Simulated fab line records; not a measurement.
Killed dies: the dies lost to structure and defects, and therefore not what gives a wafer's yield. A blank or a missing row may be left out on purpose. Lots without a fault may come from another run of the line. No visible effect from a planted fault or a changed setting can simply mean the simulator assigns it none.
fab line records	flow nand-harc
[record] lots = 7	wafers = 21	last-day = 33
route steps=1302 shown A_STAIRCASE@807 END@1302
lots that met no fault: from a run of the same line without faults
start-h: hours from the record's first day to the start of the lot's first wafer shown	wait-h: how many hours have passed since the lot's step before this one	" the same as in the row above	L1.1+2: several wafers, shown together as one row	- no value present, or no start provided	* or withheld: withheld	< > ~ a bound
route shown NAME@n: names a module that has steps shown in the file, with the first one's number in the route	usual: mean/standard deviation taken from wafers without a fault	same: alike in all rows	chamber/n: place in a boat	sites: the reading at each site	_std_site: the standard deviation of these	_edge_site: the outer-site mean with the inner-site mean subtracted	radius-mm: for every site, how far away it sits from the centre of the wafer	mask NAME#n: copy n	behind: the last tool/chamber to shape the wafer	hold: the reason the lot was held/the length of the hold in hours/how it ended	device: transistor that didn't switch, given as n, p or np	end of line: the same wafers' tests at the end of the route	step lacking rows: just its recipe	killed: dies lost to structure and defects at the first sort, not the wafer's yield	map: a wafer's dies, x killed, . not, _ none there
set.NAME: the setting the step ran with; set.NAME@STEP: the setting that earlier step ran with	model.NAME: the simulator's own value behind a step, which no gauge read
a table for each step, a row for each wafer; lots at some steps of the route
services: the hour from which a tool's chamber was out of use, counted from the record's first day as start-h (under 0 if before that day), plus the number of hours and why
[[steps]]
[step NHARC_A_STAIRCASE_DESCUM_291]
[recipe] time-s = 3	o2-flow-sccm = 200	ar-flow-sccm = 0	bias-power-w = 0	chemistry = O2
[usual] drypump-motor-current-A = 5.6/0.49	oes-product-au = 0.998/0.0072	rf-vpp-V = 57.7/0.92	showerhead-plenum-p-Torr = 1.89/0.076	throttle-valve-pct = 11.311/0.01
lot.wafer	tool	chamber	start-h	wait-h	drypump-motor-current-A	oes-product-au	rf-hours-counter-h	rf-vpp-V	showerhead-plenum-p-Torr	throttle-valve-pct
L459.1	rie-diel-05	0	399.38	-	5.4	1.004	57	57.2	1.89	11.309
L459.3	"	3	"	"	5.3	1.009	59	57.7	1.90	11.306
L459.6	"	1	"	"	5.4	1.003	-	58.1	1.84	11.324
L468.4	rie-diel-08	2	501.19	-	5.6	0.996	36	58.8	2.06	11.306
L468.2	"	3	"	"	6.5	0.998	37	59.6	1.94	11.322
L468.5	"	2	"	"	5.6	1.008	-	58.7	2.06	11.312
L470.3	rie-diel-05	3	519.57	-	5.3	1.004	33	57.5	1.89	11.305
L470.4	"	2	"	"	5.1	0.994	33	58.4	1.84	11.313
L470.5	"	0	"	"	5.4	0.994	-	56.5	1.88	11.310
L469.1	rie-diel-08	2	520.78	-	5.5	1.003	42	58.5	2.06	11.314
L469.2	"	0	"	"	5.3	1.001	39	58.5	1.93	11.309
L469.5	"	2	"	"	5.5	1.003	-	57.4	2.06	11.310
L472.4	rie-diel-08	3	534.84	-	6.4	1.001	48	58.1	1.94	11.321
L472.2	"	0	"	"	5.3	1.010	46	57.7	1.93	11.291
L472.1	"	1	"	"	6.5	1.001	48	56.5	1.79	11.306
L473.2	rie-diel-05	3	552.60	-	5.2	0.990	47	59.4	1.88	11.305
L473.5	"	2	"	"	5.1	1.004	-	57.8	1.84	11.324
L473.6	"	3	"	"	5.2	1.001	-	57.0	1.88	11.307
L479.4	rie-diel-13	0	596.65	-	6.4	0.998	24	55.5	1.84	11.311
L479.1	"	1	"	"	5.3	0.991	26	57.6	2.01	11.306
L479.6	"	0	"	"	6.4	0.992	-	57.6	1.84	11.318
[step NHARC_A_STAIRCASE_ETCH_292]
[recipe] cf4-flow-sccm = 100	chf3-flow-sccm = 30	ar-flow-sccm = 0	rf-w = 500	bias-w = 200	chemistry = CF4/CHF3
[usual] drypump-motor-current-A = 5.5/0.49	oes-product-au = 0.938/0.021	rf-vpp-V = 370.1/2.1	showerhead-plenum-p-Torr = 1.55/0.06	throttle-valve-pct = 16.802/0.0091
lot.wafer	tool	chamber	start-h	wait-h	drypump-motor-current-A	oes-product-au	rf-hours-counter-h	rf-vpp-V	showerhead-plenum-p-Torr	throttle-valve-pct
L459.1	rie-diel-05	2	399.47	0.1	5.1	0.927	53	368.8	1.53	16.790
L459.3	"	0	"	"	5.4	0.934	57	369.4	1.55	16.794
L459.6	"	3	"	"	5.3	0.932	-	369.3	1.56	16.804
L468.2	rie-diel-08	3	501.27	0.1	6.5	0.913	37	370.9	1.59	16.799
L468.4	"	1	"	"	6.5	0.925	32	368.5	1.48	16.784
L468.5	"	0	"	"	5.3	0.921	-	374.0	1.59	16.797
L470.4	rie-diel-05	2	519.67	0.1	5.1	0.925	33	369.7	1.52	16.797
L470.3	"	3	"	"	5.2	0.931	33	369.4	1.55	16.803
L470.5	"	1	"	"	5.4	0.932	-	368.4	1.51	16.803
L469.2	rie-diel-08	2	520.88	0.1	5.6	0.963	42	374.3	1.69	16.808
L469.1	"	0	"	"	5.3	0.977	39	370.5	1.59	16.810
L469.5	"	2	"	"	5.6	0.967	-	373.5	1.69	16.791
L472.2	rie-diel-08	1	534.92	0.1	6.6	0.939	48	366.1	1.47	16.807
L472.4	"	2	"	"	5.6	0.933	51	374.9	1.69	16.791
L472.1	"	0	"	"	5.3	0.929	46	371.0	1.59	16.791
L473.2	rie-diel-05	1	552.75	0.1	5.5	0.958	54	368.2	1.50	16.796
L473.5	"	0	"	"	5.4	0.951	-	368.2	1.54	16.810
L473.6	"	1	"	"	5.4	0.958	-	367.4	1.50	16.804
L479.4	rie-diel-13	2	596.74	0.1	5.2	0.971	27	368.5	1.53	16.801
L479.1	"	0	"	"	6.4	0.952	24	367.5	1.51	16.801
L479.6	"	2	"	"	5.2	0.976	-	369.1	1.52	16.800
[step NHARC_A_STAIRCASE_HM_OPEN_460]
[recipe] o2-flow-sccm = 400	cos-flow-sccm = 20	ar-flow-sccm = 0	rf-w = 500	bias-w = 300	chemistry = O2/COS
[step NHARC_A_STAIRCASE_STRIP_461]
[recipe] o2-flow-sccm = 400	cos-flow-sccm = 20	ar-flow-sccm = 0	bias-w = 0	chemistry = O2/COS
[step NHARC_A_STAIRCASE_ETCH_452]
[recipe] target-depth-a = 300	overetch-a = 30	time-s = 16.5	ion-energy-ev = 100	cf4-flow-sccm = 80	o2-flow-sccm = 20	ar-flow-sccm = 0	rf-w = 300	bias-w = 100	chemistry = CF4/O2
[step NHARC_A_STAIRCASE_ETCH_294]
[recipe] target-depth-a = 49890	time-s = 1211.6	ion-energy-ev = 800	c4f8-flow-sccm = 80	o2-flow-sccm = 60	ar-flow-sccm = withheld	rf-w = 600	bias-w = 3000	chemistry = C4F8/O2/Ar
[usual] oes-product-au = 0.933/0.0098	rf-vpp-V = 1824/9.7
lot.wafer	tool	chamber	start-h	wait-h	oes-product-au	rf-hours-counter-h	rf-vpp-V
L459.3	rie-diel-05	3	-	-	0.940	63	1824
L459.1	"	2	"	"	0.938	57	1818
L459.6	"	3	"	"	0.941	-	1824
L468.2	rie-diel-08	1	-	-	0.938	33	1811
L468.4	"	2	"	"	0.937	36	1846
L468.5	"	0	"	"	0.953	-	1830
L470.4	rie-diel-05	3	-	-	0.920	33	1824
L470.3	"	1	"	"	0.938	38	1816
L470.5	"	3	"	"	0.935	-	1824
L469.1	rie-diel-08	1	-	-	0.936	39	1811
L469.2	"	3	"	"	0.935	43	1831
L469.5	"	1	"	"	0.935	-	1809
L472.4	rie-diel-08	3	-	-	0.921	49	1830
L472.1	"	1	"	"	0.938	48	1811
L472.2	"	2	"	"	0.922	51	1845
L473.2	rie-diel-05	1	-	-	0.929	55	1815
L473.6	"	2	"	"	0.934	-	1817
L473.5	"	3	"	"	0.941	-	1822
L479.4	rie-diel-13	3	-	-	0.947	25	1814
L479.1	"	0	"	"	0.928	25	1817
L479.6	"	2	"	"	0.921	-	1820
[step NHARC_A_STAIRCASE_STRIP_295]
[recipe] o2-flow-sccm = 500	ar-flow-sccm = 0	bias-w = 0	chemistry = O2
[usual] drypump-motor-current-A = 5.6/0.49	oes-product-au = 0.998/0.0077	rf-vpp-V = 57.8/0.91	showerhead-plenum-p-Torr = 3.49/0.14	throttle-valve-pct = 17.036/0.0097
lot.wafer	tool	chamber	start-h	wait-h	drypump-motor-current-A	oes-product-au	rf-hours-counter-h	rf-vpp-V	showerhead-plenum-p-Torr	throttle-valve-pct
L459.1	rie-diel-05	0	-	-	5.4	1.010	59	57.6	3.48	17.043
L459.3	"	2	"	"	5.1	1.001	57	58.1	3.43	17.046
L459.6	"	0	"	"	5.4	1.008	-	57.9	3.48	17.043
L468.2	rie-diel-08	2	-	-	5.6	0.989	37	58.1	3.79	17.024
L468.4	"	3	"	"	6.5	0.998	37	57.3	3.57	17.050
L468.5	"	0	"	"	5.3	0.998	-	58.9	3.57	17.033
L470.3	rie-diel-05	3	-	-	5.3	1.001	34	56.9	3.48	17.033
L470.4	"	0	"	"	5.4	0.983	38	55.7	3.46	17.041
L470.5	"	0	"	"	5.4	0.997	-	57.8	3.46	17.042
L469.1	rie-diel-08	3	-	-	6.4	0.997	44	58.1	3.57	17.050
L469.2	"	0	"	"	5.3	0.999	40	58.2	3.56	17.039
L469.5	"	1	"	"	6.6	0.998	-	57.4	3.31	17.019
L472.4	rie-diel-08	2	-	-	5.5	0.998	52	59.6	3.78	17.031
L472.1	"	3	"	"	6.5	0.995	50	57.9	3.57	17.052
L472.2	"	0	"	"	5.3	1.010	47	58.2	3.56	17.027
L473.2	rie-diel-05	1	-	-	5.4	1.010	55	56.9	3.37	17.038
L473.5	"	0	"	"	5.5	1.008	-	58.1	3.45	17.039
L473.6	"	1	"	"	5.4	1.012	-	58.0	3.37	17.037
L479.4	rie-diel-13	3	-	-	5.2	0.999	25	56.6	3.36	17.029
L479.1	"	2	"	"	5.2	0.992	28	57.8	3.42	17.041
L479.6	"	0	"	"	6.4	1.001	-	55.9	3.39	17.043
[step NHARC_A_STAIRCASE_STRIP_296]
[recipe] time-s = 900	temp-c = 130	chemistry = SPM
[step NHARC_A_STAIRCASE_PRECLEAN_297]
[recipe] time-s = *	temp-c = 50	bath-age-min = 0	chemistry = SC1
[step NHARC_A_STAIRCASE_SRD_298]
[step NHARC_A_STAIRCASE_HM_DEP_462]
[recipe] target-thk-a = 8000	temp-c = 400	material = aC
[usual] throttle-valve-pct = 35.000/0.0095
lot.wafer	tool	chamber	start-h	wait-h	throttle-valve-pct
L459.1	acl-dep-02	0	407.20	2.8	35.001
L459.3	"	0	"	"	34.993
L459.6	"	0	"	"	34.994
L468.2	acl-dep-01	0	504.16	0.7	34.978
L468.4	"	0	"	"	35.008
L468.5	"	0	"	"	34.991
L470.3	acl-dep-01	0	523.50	1.7	35.005
L470.4	"	0	"	"	34.998
L470.5	"	0	"	"	34.997
L469.1	acl-dep-01	0	524.73	1.6	35.004
L469.2	"	0	"	"	35.016
L469.5	"	0	"	"	35.020
L472.1	acl-dep-02	0	537.46	0.1	34.991
L472.2	"	0	"	"	34.996
L472.4	"	0	"	"	34.996
L473.2	acl-dep-02	0	557.37	2.1	35.001
L473.5	"	0	"	"	35.008
L473.6	"	0	"	"	35.002
L479.1	acl-dep-01	0	599.91	1.1	35.005
L479.4	"	0	"	"	35.000
L479.6	"	0	"	"	34.996
[step NHARC_A_STAIRCASE_DEP_301]
[recipe] target-thk-a = 300	target-thk-nm = 30	temp-c = 400	pressure-torr = 3.5	flow-sccm = 200	rf-w = 350	material = SiON
[usual] heater-power-w = 775/98	rf-fwd-power-W = 348.5/1.1	showerhead-vpp-V = 1177/48
lot.wafer	tool	chamber	start-h	wait-h	heater-power-w	rf-fwd-power-W	showerhead-vpp-V
L459.3	pecvd-01	1	409.10	1.0	660	350.7	1176
L459.1	"	2	"	"	932	347.2	1138
L459.6	"	0	"	"	748	349.8	1122
L468.2	pecvd-04	2	505.76	1.3	712	347.2	1208
L468.5	"	2	"	"	710	347.5	1198
L468.4	"	0	"	"	864	347.4	1104
L470.3	pecvd-04	0	524.75	0.9	942	208.3	864
L470.4	"	0	"	"	954	209.0	860
L470.5	"	1	"	"	924	350.2	1180
L469.1	pecvd-04	0	526.59	1.6	885	207.8	834
L469.2	"	1	"	"	912	347.2	1185
L469.5	"	0	"	"	914	209.1	868
L472.2	pecvd-04	1	539.31	1.2	918	350.5	1173
L472.1	"	0	"	"	862	207.5	867
L472.4	"	0	"	"	850	208.2	866
L473.2	pecvd-02	1	558.96	1.3	778	347.5	1266
L473.6	"	2	"	"	835	349.7	1193
L473.5	"	1	"	"	771	350.0	1249
L479.1	pecvd-01	1	601.92	1.7	612	347.8	1215
L479.6	"	0	"	"	737	348.5	1139
L479.4	"	2	"	"	852	349.2	1164
[step NHARC_A_STAIRCASE_DEHYDRATE_302]
[recipe] temp-c = 150	time-s = 120
[step NHARC_END_SORT_01]
[recipe] temp-c = 25
[usual] killed-at-array = 57/24	killed-at-other = 0.7/0.94	killed-at-periphery = 3.8/2.5	killed-dies = 62/23	killed-open = 3.1/1.8	killed-short = 2.5/1.6
[same] gross-dies = 677
lot.wafer	tool	chamber	start-h	wait-h	killed-at-array	killed-at-other	killed-at-periphery	killed-dies	killed-open	killed-short
L459.1	prober-01	0	587.93	2.5	95	1	9	105	1	2
L459.3	prober-01	0	589.54	3.1	114	2	4	120	3	1
L459.6	prober-01	0	591.95	4.0	106	0	4	110	1	1
L468.2	prober-02	0	683.27	2.8	44	0	5	49	3	0
L468.4	prober-02	0	684.88	3.4	38	2	2	42	5	2
L468.5	prober-02	0	685.68	3.7	42	0	4	46	2	1
L469.1	prober-01	0	704.55	2.5	23	0	2	25	3	2
L469.2	prober-01	0	705.35	2.8	28	0	5	33	2	5
L469.5	prober-01	0	707.75	3.7	30	1	2	33	2	1
L470.3	prober-02	0	706.14	3.1	70	0	6	76	3	5
L470.4	prober-02	0	706.95	3.4	74	0	6	80	1	3
L470.5	prober-02	0	707.76	3.7	69	0	9	78	6	4
L472.1	prober-01	0	712.34	2.5	73	0	0	73	3	0
L472.2	prober-01	0	713.13	2.8	65	0	0	65	2	2
L472.4	prober-01	0	714.72	3.4	57	0	2	59	1	2
L473.2	prober-02	0	734.05	2.8	44	0	6	50	2	3
L473.5	prober-02	0	736.43	3.7	54	0	2	56	5	2
L473.6	prober-02	0	737.23	4.0	38	0	4	42	4	2
L479.1	prober-02	0	783.65	2.5	54	0	2	56	3	2
L479.4	prober-02	0	786.07	3.4	96	0	4	100	0	7
L479.6	prober-02	0	787.67	4.0	73	0	1	74	1	2
// killed by level:class
L459.1 A_CHANNEL_HOLE_D2:chamber-film-flake=28 A_SLIT:chamber-film-flake=24 A_CHANNEL_HOLE_D1:chamber-film-flake=19 A_STAIRCASE:chamber-film-flake=10 P_GATE:chamber-film-flake=6 A_CONTACT:unspecified=4 A_CONTACT:chamber-film-flake=4 A_CHANNEL_FILL_D2:chamber-film-flake=3
L459.3 A_CHANNEL_HOLE_D1:chamber-film-flake=32 A_CHANNEL_HOLE_D2:chamber-film-flake=32 A_SLIT:chamber-film-flake=29 A_STAIRCASE:chamber-film-flake=7 P_GATE:chamber-film-flake=4 A_CONTACT:chamber-film-flake=4 A_CHANNEL_FILL_D2:chamber-film-flake=3 A_DECK1_JOINT:chamber-film-flake=2
L459.6 A_CHANNEL_HOLE_D2:chamber-film-flake=37 A_CHANNEL_HOLE_D1:chamber-film-flake=27 A_SLIT:chamber-film-flake=22 A_CHANNEL_FILL_D2:chamber-film-flake=5 A_STAIRCASE:chamber-film-flake=5 A_CONTACT:unspecified=5 P_STI:chamber-film-flake=2 A_DECK1_JOINT:chamber-film-flake=2
L468.2 A_SLIT:chamber-film-flake=32 P_CONTACT:chamber-film-flake=3 A_CHANNEL_HOLE_D1:chamber-film-flake=3 A_STAIRCASE:chamber-film-flake=2 A_CONTACT:chamber-film-flake=2 A_CHANNEL_FILL_D1:geometric-particle:open=1 A_BLC:geometric-particle:open=1 A_M1:geometric-particle:open=1
L468.4 A_SLIT:chamber-film-flake=19 A_CHANNEL_HOLE_D1:chamber-film-flake=10 A_CHANNEL_FILL_D2:geometric-particle:open=2 A_STAIRCASE:chamber-film-flake=2 A_ONON_D1:geometric-particle:open=1 A_WL_FILL:geometric-particle:open=1 A_CONTACT:geometric-particle:short=1 A_M0:geometric-particle:short=1
L468.5 A_SLIT:chamber-film-flake=32 A_CHANNEL_HOLE_D1:chamber-film-flake=4 A_STAIRCASE:chamber-film-flake=3 P_GATE:chamber-film-flake=2 A_SOURCE_PLATE:geometric-particle:open=1 A_DECK1_JOINT:geometric-particle:short=1 A_CHANNEL_FILL_D2:geometric-particle:open=1 P_CONTACT:chamber-film-flake=1
L469.1 A_CHANNEL_HOLE_D1:chamber-film-flake=11 A_SLIT:chamber-film-flake=3 A_STAIRCASE:chamber-film-flake=2 A_CONTACT:chamber-film-flake=2 A_SOURCE_PLATE:geometric-particle:open=1 A_ONON_D1:geometric-particle:open=1 A_DECK1_JOINT:geometric-particle:short=1 A_SGD_CUT:geometric-particle:short=1
L469.2 A_CHANNEL_HOLE_D1:chamber-film-flake=11 P_GATE:chamber-film-flake=3 A_STAIRCASE:chamber-film-flake=3 A_SLIT:chamber-film-flake=3 A_CHANNEL_FILL_D1:geometric-particle:short=2 A_CHANNEL_FILL_D1:geometric-particle:open=2 P_M2:chamber-film-flake=2 A_WL_FILL:chamber-film-flake=2
L470.3 A_SLIT:chamber-film-flake=27 A_CHANNEL_HOLE_D2:chamber-film-flake=16 A_CHANNEL_HOLE_D1:chamber-film-flake=7 A_CONTACT:chamber-film-flake=6 A_ONON_D2:geometric-particle:short=3 A_STAIRCASE:chamber-film-flake=3 P_GATE:chamber-film-flake=3 P_M2:chamber-film-flake=2
L470.4 A_SLIT:chamber-film-flake=30 A_CHANNEL_HOLE_D2:chamber-film-flake=17 A_CONTACT:chamber-film-flake=7 A_CHANNEL_HOLE_D1:chamber-film-flake=6 A_STAIRCASE:chamber-film-flake=6 P_GATE:chamber-film-flake=4 P_BONDPAD:chamber-film-flake=2 A_SGD_CUT:chamber-film-flake=2
L469.5 A_CHANNEL_HOLE_D1:chamber-film-flake=14 A_SLIT:chamber-film-flake=4 A_CONTACT:chamber-film-flake=4 P_GATE:chamber-film-flake=2 A_WL_FILL:chamber-film-flake=2 A_SOURCE_PLATE:geometric-particle:open=1 A_DECK1_JOINT:geometric-particle:open=1 A_ONON_D2:geometric-particle:short=1
L470.5 A_SLIT:chamber-film-flake=26 A_CHANNEL_HOLE_D2:chamber-film-flake=11 A_CHANNEL_HOLE_D1:chamber-film-flake=9 A_CONTACT:chamber-film-flake=9 P_GATE:chamber-film-flake=3 A_CHANNEL_HOLE_D1:geometric-particle:open=2 P_M2:chamber-film-flake=2 A_STAIRCASE:chamber-film-flake=2
L472.1 A_SLIT:chamber-film-flake=30 A_CHANNEL_HOLE_D2:chamber-film-flake=27 A_CHANNEL_HOLE_D1:chamber-film-flake=7 A_ONON_D2:geometric-particle:open=2 A_CONTACT:chamber-film-flake=2 A_BONDPAD:chamber-film-flake=2 A_DECK1_JOINT:geometric-particle:open=1 A_DECK1_JOINT:chamber-film-flake=1
L472.2 A_SLIT:chamber-film-flake=23 A_CHANNEL_HOLE_D2:chamber-film-flake=21 A_CHANNEL_HOLE_D1:chamber-film-flake=12 A_CHANNEL_FILL_D1:chamber-film-flake=2 A_ONON_D1:geometric-particle:short=1 A_ONON_D1:geometric-particle:open=1 A_CHANNEL_FILL_D1:geometric-particle:open=1 A_WL_FILL:geometric-particle:short=1
L472.4 A_SLIT:chamber-film-flake=31 A_CHANNEL_HOLE_D2:chamber-film-flake=13 A_CHANNEL_HOLE_D1:chamber-film-flake=6 A_CONTACT:chamber-film-flake=4 P_CONTACT:geometric-particle:short=1 A_ONON_D2:geometric-particle:short=1 A_M0:geometric-particle:open=1 P_ZERO_WELL:chamber-film-flake=1
L473.2 A_CHANNEL_HOLE_D2:chamber-film-flake=26 A_CHANNEL_HOLE_D1:chamber-film-flake=7 P_M2:chamber-film-flake=4 A_WL_FILL:geometric-particle:short=2 A_STAIRCASE:chamber-film-flake=2 A_SLIT:chamber-film-flake=2 P_CONTACT:geometric-particle:open=1 A_ONON_D1:geometric-particle:short=1
L473.5 A_CHANNEL_HOLE_D2:chamber-film-flake=25 A_CHANNEL_HOLE_D1:chamber-film-flake=13 A_SLIT:chamber-film-flake=4 A_CHANNEL_FILL_D1:chamber-film-flake=2 A_STAIRCASE:chamber-film-flake=2 P_GATE:geometric-particle:open=1 A_ONON_D1:geometric-particle:short=1 A_DECK1_JOINT:geometric-particle:open=1
L473.6 A_CHANNEL_HOLE_D2:chamber-film-flake=21 A_CHANNEL_HOLE_D1:chamber-film-flake=7 A_SLIT:chamber-film-flake=4 A_CHANNEL_FILL_D2:geometric-particle:open=2 A_BLC:geometric-particle:open=2 P_STI:geometric-particle:short=1 A_M1:geometric-particle:short=1 P_ZERO_WELL:chamber-film-flake=1
L479.1 A_SLIT:chamber-film-flake=22 A_CHANNEL_HOLE_D2:chamber-film-flake=19 A_CHANNEL_HOLE_D1:chamber-film-flake=4 A_CHANNEL_FILL_D2:chamber-film-flake=2 A_STAIRCASE:chamber-film-flake=2 P_CONTACT:geometric-particle:open=1 P_M0:geometric-particle:open=1 A_WL_FILL:geometric-particle:short=1
L479.4 A_CHANNEL_HOLE_D2:chamber-film-flake=36 A_SLIT:chamber-film-flake=28 A_CHANNEL_HOLE_D1:chamber-film-flake=16 A_STAIRCASE:chamber-film-flake=3 A_CHANNEL_FILL_D1:geometric-particle:short=2 P_STI:chamber-film-flake=2 A_M1:chamber-film-flake=2 P_CONTACT:geometric-particle:short=1
L479.6 A_SLIT:chamber-film-flake=28 A_CHANNEL_HOLE_D2:chamber-film-flake=18 A_CHANNEL_HOLE_D1:chamber-film-flake=11 A_STAIRCASE:chamber-film-flake=4 A_CHANNEL_FILL_D2:chamber-film-flake=3 A_CONTACT:chamber-film-flake=3 A_WL_FILL:geometric-particle:short=2 A_M1:chamber-film-flake=2
[[services]]
tool	chamber	start-h	hours	kind
rie-diel-08	0	376.82	-	clean
rie-diel-08	1	376.82	-	clean
rie-diel-08	2	376.82	-	clean
rie-diel-08	2	376.82	-	consumable-replace:showerhead
rie-diel-08	3	376.82	-	clean
rie-diel-05	0	386.63	-	clean
rie-diel-05	1	386.63	-	clean
rie-diel-05	-	392.48	0.6	repair
rie-diel-05	-	404.84	0.2	repair
rie-diel-05	-	406.60	9.0	pm
pecvd-02	-	408.44	13.0	pm
acl-dep-02	-	425.08	13.0	pm
rie-diel-13	-	440.58	1.6	repair
pecvd-04	-	450.49	13.0	pm
rie-diel-13	0	459.08	2.6	repair
pecvd-01	-	492.30	13.0	pm
acl-dep-01	-	492.44	4.5	repair
rie-diel-13	-	520.02	9.0	pm
pecvd-02	2	523.95	18.8	repair
rie-diel-08	-	544.82	9.0	pm
acl-dep-01	-	555.91	13.0	pm
pecvd-04	-	578.11	1.8	repair
rie-diel-05	-	583.60	9.0	pm
pecvd-02	-	589.44	13.0	pm
[[key]]
[first-sign] step = NHARC_A_STAIRCASE_DEP_301	reading = rf-fwd-power-W	direction = down	sigmas = 99+	usual = *	struck = *
[effect] step = NHARC_A_STAIRCASE_DEP_301	reading = showerhead-vpp-V	direction = down	sigmas = 6.6	usual = 1177	struck = 860
met-at NHARC_A_STAIRCASE_DEP_301
struck-wafers L469.1,L469.5,L470.3,L470.4,L472.1,L472.4
tester-left-out L469,L470,L472
onset-between 505.76 524.75
[fault] kind = process-parameter-drift	tool = pecvd-04	chamber = 0	onset-h = 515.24	steps = NHARC_A_STAIRCASE_DEP_301	channel = rf-w	offset = *	shape = step	end-h = 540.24	acts-in = *	stated = *
// tester-left-out: of these lots the tester's yield and bins aren't shown, on N5 and GAA mostly nor the transistor test; their killed dies are dies lost to structure and defects alone, not to doping, threshold or leakage, so they don't give the yield
